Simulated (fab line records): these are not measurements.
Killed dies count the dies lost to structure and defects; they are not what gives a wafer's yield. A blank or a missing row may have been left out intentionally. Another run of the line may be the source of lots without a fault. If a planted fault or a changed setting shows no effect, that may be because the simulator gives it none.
Split-lot experiment || flow n5-finfet || 7 lots, 39 wafers read, on a route of 1938 steps

THE SPLIT ITSELF
At N5_BEOL_M11_TRENCH_ETCH_37 (etches SiCOH lowk in C4F6/O2, target depth 148.83 nm, time 48 s), the setting time-s was moved away from the recipe's 48 s on 9 of the 39 wafers read, by -41.3% to +33.1%. For the rest of the wafers, this setting stayed at what the recipe calls for.

FROM THE SPLIT TO THE READING: what the file shows between them, 11 steps
- N5_BEOL_M11_ETCH_41: etches SiCN in CH3F/O2, target depth 42.6 nm, time 86 s
- N5_BEOL_M11_STRIP_77: strips in N2/H2, time 10 s
- N5_BEOL_M11_OCD_MEAS_38
- N5_BEOL_M11_HM_STRIP_39: strips TiN in peroxide tin strip, target depth 25 nm, time 158 s
- N5_BEOL_M11_SRD_40: time 30 s
- N5_BEOL_M11_ECD_50: material Cu, target thk 318 nm
- N5_BEOL_M11_ANNEAL_51: time 90 s
- N5_BEOL_M11_CMP_52: polishes, stops on SiCOH lowk, t overpolish 7 s, target thk 140 nm
- N5_BEOL_M11_THK_MEAS_53: measures by xrf
- N5_BEOL_M11_PRE_CLEAN_55: time 15 s
- N5_BEOL_M11_DEP_56: deposits SiCN from 3MS/NH3, target thk 30 nm, time 10.5 s

THE READING
M11_RS in ohm/sq, measured at N5_BEOL_M11_RS_MEAS_57 by four-point-probe. A value of 0.1519 ohm/sq with a standard deviation of 0.003 ohm/sq is what fault-free wafers of this fab line usually give.

{"wafer": "L075.1", "tool, chamber at the split": "rie-diel-02, 0", "time-s as run, s": 48, "against the recipe": "recipe", "M11_RS, ohm/sq": 0.1529, "against lot-mates on the recipe": "-"}
{"wafer": "L075.2", "tool, chamber at the split": "rie-diel-02, 1", "time-s as run, s": 48, "against the recipe": "recipe", "M11_RS, ohm/sq": 0.1533, "against lot-mates on the recipe": "-"}
{"wafer": "L075.3", "tool, chamber at the split": "rie-diel-02, 2", "time-s as run, s": 48, "against the recipe": "recipe", "M11_RS, ohm/sq": 0.1552, "against lot-mates on the recipe": "-"}
{"wafer": "L075.4", "tool, chamber at the split": "rie-diel-02, 3", "time-s as run, s": 48, "against the recipe": "recipe", "M11_RS, ohm/sq": 0.1536, "against lot-mates on the recipe": "-"}
{"wafer": "L075.5", "tool, chamber at the split": "rie-diel-02, 1", "time-s as run, s": 48, "against the recipe": "recipe", "M11_RS, ohm/sq": 0.1534, "against lot-mates on the recipe": "-"}
{"wafer": "L075.6", "tool, chamber at the split": "rie-diel-02, 2", "time-s as run, s": 48, "against the recipe": "recipe", "M11_RS, ohm/sq": 0.1571, "against lot-mates on the recipe": "-"}
{"wafer": "L079.1", "tool, chamber at the split": "rie-diel-02, 3", "time-s as run, s": 32.5, "against the recipe": "-32.3%", "M11_RS, ohm/sq": 0.2383, "against lot-mates on the recipe": "+0.0867"}
{"wafer": "L079.2", "tool, chamber at the split": "rie-diel-02, 1", "time-s as run, s": 48, "against the recipe": "recipe", "M11_RS, ohm/sq": 0.1535, "against lot-mates on the recipe": "-"}
{"wafer": "L079.3", "tool, chamber at the split": "rie-diel-02, 0", "time-s as run, s": 48, "against the recipe": "recipe", "M11_RS, ohm/sq": 0.1508, "against lot-mates on the recipe": "-"}
{"wafer": "L079.4", "tool, chamber at the split": "rie-diel-02, 0", "time-s as run, s": 32.5, "against the recipe": "-32.3%", "M11_RS, ohm/sq": 0.2476, "against lot-mates on the recipe": "+0.0960"}
{"wafer": "L079.5", "tool, chamber at the split": "rie-diel-02, 3", "time-s as run, s": 32.5, "against the recipe": "-32.3%", "M11_RS, ohm/sq": 0.2501, "against lot-mates on the recipe": "+0.0985"}
{"wafer": "L079.6", "tool, chamber at the split": "rie-diel-02, 1", "time-s as run, s": 48, "against the recipe": "recipe", "M11_RS, ohm/sq": 0.1505, "against lot-mates on the recipe": "-"}
{"wafer": "L082.1", "tool, chamber at the split": "rie-diel-02, 3", "time-s as run, s": 48, "against the recipe": "recipe", "M11_RS, ohm/sq": 0.1533, "against lot-mates on the recipe": "-"}
{"wafer": "L082.2", "tool, chamber at the split": "rie-diel-02, 3", "time-s as run, s": 48, "against the recipe": "recipe", "M11_RS, ohm/sq": 0.1529, "against lot-mates on the recipe": "-"}
{"wafer": "L082.3", "tool, chamber at the split": "rie-diel-02, 3", "time-s as run, s": 48, "against the recipe": "recipe", "M11_RS, ohm/sq": 0.1522, "against lot-mates on the recipe": "-"}
{"wafer": "L082.4", "tool, chamber at the split": "rie-diel-02, 3", "time-s as run, s": 48, "against the recipe": "recipe", "M11_RS, ohm/sq": 0.1537, "against lot-mates on the recipe": "-"}
{"wafer": "L082.5", "tool, chamber at the split": "rie-diel-02, 3", "time-s as run, s": 48, "against the recipe": "recipe", "M11_RS, ohm/sq": 0.1530, "against lot-mates on the recipe": "-"}
{"wafer": "L082.6", "tool, chamber at the split": "rie-diel-02, 3", "time-s as run, s": 48, "against the recipe": "recipe", "M11_RS, ohm/sq": 0.1556, "against lot-mates on the recipe": "-"}
{"wafer": "L088.1", "tool, chamber at the split": "rie-diel-03, 3", "time-s as run, s": 48, "against the recipe": "recipe", "M11_RS, ohm/sq": 0.1526, "against lot-mates on the recipe": "-"}
{"wafer": "L088.2", "tool, chamber at the split": "rie-diel-03, 0", "time-s as run, s": 48, "against the recipe": "recipe", "M11_RS, ohm/sq": 0.1552, "against lot-mates on the recipe": "-"}
{"wafer": "L088.3", "tool, chamber at the split": "rie-diel-03, 1", "time-s as run, s": 48, "against the recipe": "recipe", "M11_RS, ohm/sq": 0.1514, "against lot-mates on the recipe": "-"}
{"wafer": "L088.4", "tool, chamber at the split": "rie-diel-03, 2", "time-s as run, s": 48, "against the recipe": "recipe", "M11_RS, ohm/sq": 0.1519, "against lot-mates on the recipe": "-"}
{"wafer": "L088.5", "tool, chamber at the split": "rie-diel-03, 0", "time-s as run, s": 48, "against the recipe": "recipe", "M11_RS, ohm/sq": 0.1553, "against lot-mates on the recipe": "-"}
{"wafer": "L088.6", "tool, chamber at the split": "rie-diel-03, 1", "time-s as run, s": 48, "against the recipe": "recipe", "M11_RS, ohm/sq": 0.1564, "against lot-mates on the recipe": "-"}
{"wafer": "L092.1", "tool, chamber at the split": "rie-diel-02, 1", "time-s as run, s": 48, "against the recipe": "recipe", "M11_RS, ohm/sq": 0.1535, "against lot-mates on the recipe": "-"}
{"wafer": "L092.2", "tool, chamber at the split": "rie-diel-02, 2", "time-s as run, s": 48, "against the recipe": "recipe", "M11_RS, ohm/sq": 0.1595, "against lot-mates on the recipe": "-"}
{"wafer": "L092.3", "tool, chamber at the split": "rie-diel-02, 0", "time-s as run, s": 63.91, "against the recipe": "+33.1%", "M11_RS, ohm/sq": 0.1086, "against lot-mates on the recipe": -0.0459}
{"wafer": "L092.4", "tool, chamber at the split": "rie-diel-02, 3", "time-s as run, s": 63.91, "against the recipe": "+33.1%", "M11_RS, ohm/sq": 0.1111, "against lot-mates on the recipe": -0.0434}
{"wafer": "L092.5", "tool, chamber at the split": "rie-diel-02, 1", "time-s as run, s": 63.91, "against the recipe": "+33.1%", "M11_RS, ohm/sq": 0.1093, "against lot-mates on the recipe": -0.0452}
{"wafer": "L092.6", "tool, chamber at the split": "rie-diel-02, 0", "time-s as run, s": 48, "against the recipe": "recipe", "M11_RS, ohm/sq": 0.1505, "against lot-mates on the recipe": "-"}
{"wafer": "L093.1", "tool, chamber at the split": "rie-diel-03, 1", "time-s as run, s": 48, "against the recipe": "recipe", "M11_RS, ohm/sq": 0.1559, "against lot-mates on the recipe": "-"}
{"wafer": "L093.3", "tool, chamber at the split": "rie-diel-03, 0", "time-s as run, s": 48, "against the recipe": "recipe", "M11_RS, ohm/sq": 0.1555, "against lot-mates on the recipe": "-"}
{"wafer": "L093.6", "tool, chamber at the split": "rie-diel-03, 2", "time-s as run, s": 48, "against the recipe": "recipe", "M11_RS, ohm/sq": 0.1506, "against lot-mates on the recipe": "-"}
{"wafer": "L094.1", "tool, chamber at the split": "rie-diel-03, 3", "time-s as run, s": 48, "against the recipe": "recipe", "M11_RS, ohm/sq": 0.1504, "against lot-mates on the recipe": "-"}
{"wafer": "L094.2", "tool, chamber at the split": "rie-diel-03, 0", "time-s as run, s": 48, "against the recipe": "recipe", "M11_RS, ohm/sq": 0.1547, "against lot-mates on the recipe": "-"}
{"wafer": "L094.3", "tool, chamber at the split": "rie-diel-03, 1", "time-s as run, s": 28.17, "against the recipe": "-41.3%", "M11_RS, ohm/sq": 0.2925, "against lot-mates on the recipe": "+0.1411"}
{"wafer": "L094.4", "tool, chamber at the split": "rie-diel-03, 2", "time-s as run, s": 28.17, "against the recipe": "-41.3%", "M11_RS, ohm/sq": 0.2854, "against lot-mates on the recipe": "+0.1340"}
{"wafer": "L094.5", "tool, chamber at the split": "rie-diel-03, 0", "time-s as run, s": 28.17, "against the recipe": "-41.3%", "M11_RS, ohm/sq": 0.2961, "against lot-mates on the recipe": "+0.1447"}
{"wafer": "L094.6", "tool, chamber at the split": "rie-diel-03, 1", "time-s as run, s": 48, "against the recipe": "recipe", "M11_RS, ohm/sq": 0.1490, "against lot-mates on the recipe": "-"}

THE FIT
A straight line over all 39 wafers: M11_RS changes by -0.00256 ohm/sq for each +1% of time-s; r = -0.95; the points scatter about the line by 0.014 ohm/sq.
The same after taking each lot's own level away (the mean of its wafers on the recipe; 39 wafers): -0.00261 ohm/sq for each +1%; r = -0.96; scatter 0.014 ohm/sq.
According to that fit, moving time-s by its largest amount changes the reading by 0.11 ohm/sq.
The lots' own levels span 0.15137 to 0.15450 ohm/sq, that is 1.0 times the standard deviation above.
The two slopes agree, so the slope changes little with the lot-to-lot level.
Check: with one of the wafers moved furthest among these (-41.3%) left out of the fit, the line predicts +0.109 ohm/sq for it against its lot-mates. It came out at +0.141 ohm/sq against them.

THE WHOLE CHAIN: every reading that the file lists as answering this split, in the file's order
{"step": "N5_BEOL_M11_TRENCH_ETCH_37", "what it does": "etches SiCOH lowk in C4F6/O2, target depth 148.83 nm, time 48 s", "reading": "BEOL_M11.feature-depth-nm (the simulator's own value, which no gauge read)", "change (the file's fit)": "+1.49 nm for each +1% of the setting", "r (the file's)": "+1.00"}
{"step": "N5_BEOL_M11_TRENCH_ETCH_37", "what it does": "etches SiCOH lowk in C4F6/O2, target depth 148.83 nm, time 48 s", "reading": "etch.depth-nm (the simulator's own value, which no gauge read)", "change (the file's fit)": "+1.49 nm for each +1% of the setting", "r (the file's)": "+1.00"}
{"step": "N5_BEOL_M11_TRENCH_ETCH_37", "what it does": "etches SiCOH lowk in C4F6/O2, target depth 148.83 nm, time 48 s", "reading": "TiN_of_BEOL_M11_HM_DEP_02.thk-nm (the simulator's own value, which no gauge read)", "change (the file's fit)": "-0.0407 nm for each +1% of the setting", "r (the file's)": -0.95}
{"step": "N5_BEOL_M11_OCD_MEAS_38", "what it does": "", "reading": "trench-depth-nm", "change (the file's fit)": "+1.49 nm for each +1% of the setting", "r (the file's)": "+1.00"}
{"step": "N5_BEOL_M11_CMP_52", "what it does": "polishes, stops on SiCOH lowk, t overpolish 7 s, target thk 140 nm", "reading": "Cu_of_BEOL_M11_ECD_50.thk-nm (the simulator's own value, which no gauge read)", "change (the file's fit)": "+1.5 nm for each +1% of the setting", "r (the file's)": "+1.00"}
{"step": "N5_BEOL_M11_THK_MEAS_53", "what it does": "measures by xrf", "reading": "M11_THK", "change (the file's fit)": "+1.49 for each +1% of the setting", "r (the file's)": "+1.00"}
{"step": "N5_BEOL_M11_RS_MEAS_57", "what it does": "measures by four-point-probe", "reading": "M11_RS", "change (the file's fit)": "-0.00268 for each +1% of the setting", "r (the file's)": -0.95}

THE FILE'S OWN FIT
M11_RS changes by -0.00268 ohm/sq for each +1% of time-s, r = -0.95.
